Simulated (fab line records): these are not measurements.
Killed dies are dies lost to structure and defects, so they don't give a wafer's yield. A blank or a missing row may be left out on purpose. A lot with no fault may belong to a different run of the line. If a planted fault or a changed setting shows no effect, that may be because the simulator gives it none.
Which tool was responsible? | flow nand harc | 15 lots, 45 wafers sampled, at 2 steps of a route of 1302

WHAT THE GAUGES READ, wafer by wafer
NHARC_A_BONDPAD_OVL_MEAS_35. Usual: overlay x nm 1 nm, standard deviation 7.3; overlay y nm -1 nm, standard deviation 6.
lot  | measured     | on         | overlay x nm (nm) | overlay y nm (nm) | flag
L237 | day 24 20:10 | overlay-01 | 16 16 16          | 2 1 2             |
L235 | day 25 02:43 | overlay-01 | -8 -7 -7          | 2 2 1             |
L239 | day 25 07:01 | overlay-02 | 5 6 6             | -9 -9 -9          |
L238 | day 25 20:53 | overlay-01 | -7 -6 -6          | -3 -3 -3          |
L242 | day 26 13:49 | overlay-01 | 7 6 7             | 2 2 2             |
L241 | day 26 19:04 | overlay-01 | 1 1 1             | 3 3 3             |
L243 | day 27 11:55 | overlay-02 | -5 -5 -5          | 8 9 8             |
L244 | day 27 15:14 | overlay-01 | 8 9 9             | -11 -12 -12       |
L245 | day 28 02:23 | overlay-02 | 2 2 1             | 3 4 4             |
L247 | day 29 06:50 | overlay-01 | 0 -1 0            | 1 1 1             |
L253 | day 31 00:20 | overlay-01 | 0 0 0             | 8 8 8             |
L251 | day 31 02:38 | overlay-01 | -2 -1 -1          | 1 1 1             |
L254 | day 31 07:28 | overlay-01 | -14 -14 -13       | -1 -1 0           |
L256 | day 32 23:27 | overlay-02 | 11 11 11          | -5 -5 -5          |
L257 | day 33 00:11 | overlay-01 | 0 0 0             | -6 -6 -7          |

NHARC_HYBRID_BOND_OVL_MEAS_05. Usual: overlay x nm 1 nm, standard deviation 33; overlay y nm -3 nm, standard deviation 33.
lot  | measured     | on         | overlay x nm (nm) | overlay y nm (nm) | flag
L237 | day 25 10:53 | overlay-02 | -20 -1 9          | -16 19 2          |
L235 | day 25 15:19 | overlay-02 | -4 -17 63         | 50 -54 -33        |
L239 | day 25 21:45 | overlay-01 | 51 -8 -28         | -43 23 -44        |
L238 | day 26 12:02 | overlay-01 | 22 -28 3          | 6 4 -50           |
L242 | day 27 02:59 | overlay-01 | 48 -34 -10        | 11 -14 22         |
L241 | day 27 07:20 | overlay-02 | 71 48 -22         | -13 14 -16        |
L243 | day 28 02:35 | overlay-02 | -17 -3 56         | -26 15 10         |
L244 | day 28 02:37 | overlay-01 | -6 26 -5          | 19 66 10          |
L245 | day 28 14:34 | overlay-01 | 34 39 -8          | -20 -1 -53        |
L247 | day 29 21:34 | overlay-02 | 26 -36 -15        | 31 -25 -30        |
L253 | day 31 12:34 | overlay-02 | 45 27 -4          | -28 -20 8         |
L251 | day 31 12:34 | overlay-01 | 33 -62 -23        | -31 -11 -59       |
L254 | day 31 18:10 | overlay-01 | 33 -27 32         | 43 -39 17         |
L256 | day 33 11:26 | overlay-01 | 11 -29 -11        | 82 33 -5          |
L257 | day 33 11:26 | overlay-02 | -42 -47 20        | 3 60 -17          |

WHICH TOOL RAN EACH LOT (tool, then ch and the chambers of the sampled wafers, then the start)
The record holds no process step before these readings.

AS READ BY THE TOOLS THEMSELVES (means over the sampled wafers that have a number; for cases with no such wafer, the mark the record gives instead)
The record holds no such reading with a usual standard deviation.

THE ANSWER, worked out from the rows above alone
Rule: a lot is off if the mean of its wafers that have a number lies more than 3 standard deviations from the usual mean. A lot without any number at a reading at which 4 lots or more have one is off too. The other lots that the step has rows for count as sound. The gauges are gone through in route order, then the tools' own readings, and for those a lot's mean is taken as printed above. The first step at which some lot is off is used, and at that step the reading that is off furthest; a lot without a number counts as furthest.
No lot is off on any of the readings shown, so nothing can be concluded from this.

WHAT HAD BEEN PUT IN BY THE SIMULATOR
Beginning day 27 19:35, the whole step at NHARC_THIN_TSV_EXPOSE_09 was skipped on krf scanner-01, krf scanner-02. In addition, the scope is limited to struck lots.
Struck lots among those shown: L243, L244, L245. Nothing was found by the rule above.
